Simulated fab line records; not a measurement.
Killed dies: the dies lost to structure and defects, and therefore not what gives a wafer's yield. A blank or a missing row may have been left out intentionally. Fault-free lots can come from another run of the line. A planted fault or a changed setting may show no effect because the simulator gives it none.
Split-lot study -- flow n5_finfet -- 21 wafers read from 7 lots, route of 1938 steps

== SPLIT DETAILS ==
At N5_BEOL_M5_ETCH_41 (etches SiCN in CH3F/O2, target depth 31.5 nm, time 56.7 s), the setting source_w was moved away from the recipe's 395 W on 5 of the 21 wafers read, by -17.5% to +16.7%. All remaining wafers had this setting at the recipe value.

The reading comes from the split's own step.

== THE READING ==
rf_vpp_V, in V, at N5_BEOL_M5_ETCH_41 (etches SiCN in CH3F/O2, target depth 31.5 nm, time 56.7 s). Fault-free wafers of this fab line usually give 297.1 V, standard deviation 1.6 V.

wafer,"tool, chamber at the split","source_w as run, W",against the recipe,"rf_vpp_V, V",against lot-mates on the recipe
L074.2,"rie_diel-06, 1",357.2,-9.6%,305.0,+7.5
L074.3,"rie_diel-06, 3",395,recipe,299.2,-
L074.4,"rie_diel-06, 2",395,recipe,295.8,-
L075.4,"rie_diel-06, 2",395,recipe,296.1,-
L075.5,"rie_diel-06, 2",395,recipe,296.0,-
L075.6,"rie_diel-06, 3",395,recipe,299.1,-
L078.1,"rie_diel-05, 2",395,recipe,297.6,-
L078.2,"rie_diel-05, 3",395,recipe,296.7,-
L078.5,"rie_diel-05, 1",395,recipe,294.5,-
L080.2,"rie_diel-05, 2",460.8,+16.7%,281.4,-16.7
L080.5,"rie_diel-05, 0",395,recipe,298.0,-
L080.6,"rie_diel-05, 3",395,recipe,298.2,-
L086.2,"rie_diel-06, 3",395,recipe,296.8,-
L086.3,"rie_diel-06, 1",395,recipe,295.2,-
L086.5,"rie_diel-06, 2",395,recipe,295.3,-
L092.1,"rie_diel-06, 3",395,recipe,299.0,-
L092.5,"rie_diel-06, 2",395,recipe,301.6,-
L092.6,"rie_diel-06, 1",325.9,-17.5%,314.6,+14.3
L093.1,"rie_diel-05, 0",436.2,+10.4%,287.4,-7.9
L093.2,"rie_diel-05, 3",436.2,+10.4%,286.1,-9.2
L093.6,"rie_diel-05, 2",395,recipe,295.3,-

FIT RESULTS
A straight line over all 21 wafers: rf_vpp_V changes by -0.962 V for each +1% of source_w; r = -0.97; the points scatter about the line by 1.8 V.
The same after taking each lot's own level away (the mean of its wafers on the recipe; 21 wafers): -0.87 V for each +1%; r = -0.98; scatter 1.2 V.
On that fit, the largest move of source_w shifts the reading by 15 V.
Across the lots, their own levels run from 295.30 to 300.30 V, a range of 3.1 times the standard deviation given above.
Hence the slope depends on the lot-to-lot level, as the two fits are not the same.
Check: with one of the wafers moved furthest among these (-17.5%) left out of the fit, the line predicts +15.6 V for it against its lot-mates. Against them it came out at +14.3 V.
Tool readings at the split's step, against how far the setting was moved: rf_vpp_V r = -0.97.

== OTHER SPLITS APPLIED TO THESE WAFERS ==
These wafers also went through other splits before the reading. Each is held against what the fit with the lots' levels taken away leaves over:
other split on the same wafers,wafers away from the commonest value,r with rf_vpp_V (lot level and that fit taken away)
N5_BEOL_M3_SPUTTER_48 time_s,5,+0.50
N5_BEOL_M5_PECVD_70 temp_c,8,-0.26
N5_BEOL_M5_HM_DEP_02 target_thk_a,6,-0.28
N5_BEOL_M5_TRENCH_ETCH_37 source_w,6,+0.36

== THE WHOLE CHAIN: every reading that the file lists as answering this split, in the file's order ==
step,what it does,reading,change (the file's fit),r (the file's)
N5_BEOL_M5_ETCH_41,"etches SiCN in CH3F/O2, target depth 31.5 nm, time 56.7 s",rf_vpp_V,-0.881 V for each +1% of the setting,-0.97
N5_BEOL_M5_ETCH_41,"etches SiCN in CH3F/O2, target depth 31.5 nm, time 56.7 s","etch.depth_nm (the simulator's own value, which no gauge read)",+0.106 nm for each +1% of the setting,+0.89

== THE FILE'S OWN FIT ==
rf_vpp_V changes by -0.881 V for each +1% of source_w, r = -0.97.
